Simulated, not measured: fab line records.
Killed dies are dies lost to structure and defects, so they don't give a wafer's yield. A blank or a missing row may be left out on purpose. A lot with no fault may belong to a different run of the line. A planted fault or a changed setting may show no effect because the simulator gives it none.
Chamber matching    flow n5Finfet    rieDiel-02 running N5_DUMMY_GATE_ETCH_29: 4 sister chambers
The step etches underlayer in N2/H2, target depth 13 nm. 4 wafers are shown with their chamber, then 8 later ones without.

## WAFERS, EACH WITH ITS CHAMBER
wafer   chamber  showerheadPlenumPTorr (Torr)
L079.5  1        2.69
L085.2  3        2.51
L085.4  0        2.39
L088.2  2        2.63

## WAFERS WHOSE CHAMBER IS MISSING
wafer   showerheadPlenumPTorr (Torr)
L088.5  2.51
L088.6  2.63
L091.3  2.68
L091.4  2.51
L091.5  2.68
L094.2  2.68
L094.3  2.62
L094.4  2.50

## WHICH CHAMBER EACH WENT THROUGH
wafer   from the rows above  in truth
L088.5  3                    3
L088.6  2                    2
L091.3  1                    1
L091.4  3                    3
L091.5  1                    1
L094.2  1                    1
L094.3  2                    2
L094.4  3                    3
8 of 8 placed correctly. Number that these rows cannot place: 0. Placed wrongly: 0.
How it was worked out, from the rows above alone: a wafer's distance from a chamber is the root of the sum, over the readings, of the square of ((its reading less the chamber's mean) divided by the reading's scatter). If the next closest chamber is less than 2 further off than the closest, the wafer can't be placed; otherwise it belongs to the closest. The mean given for a chamber averages the wafers shown for that chamber. The scatter: root of mean squared gap, hidden wafer to nearest shown wafer, with one shown wafer a chamber.
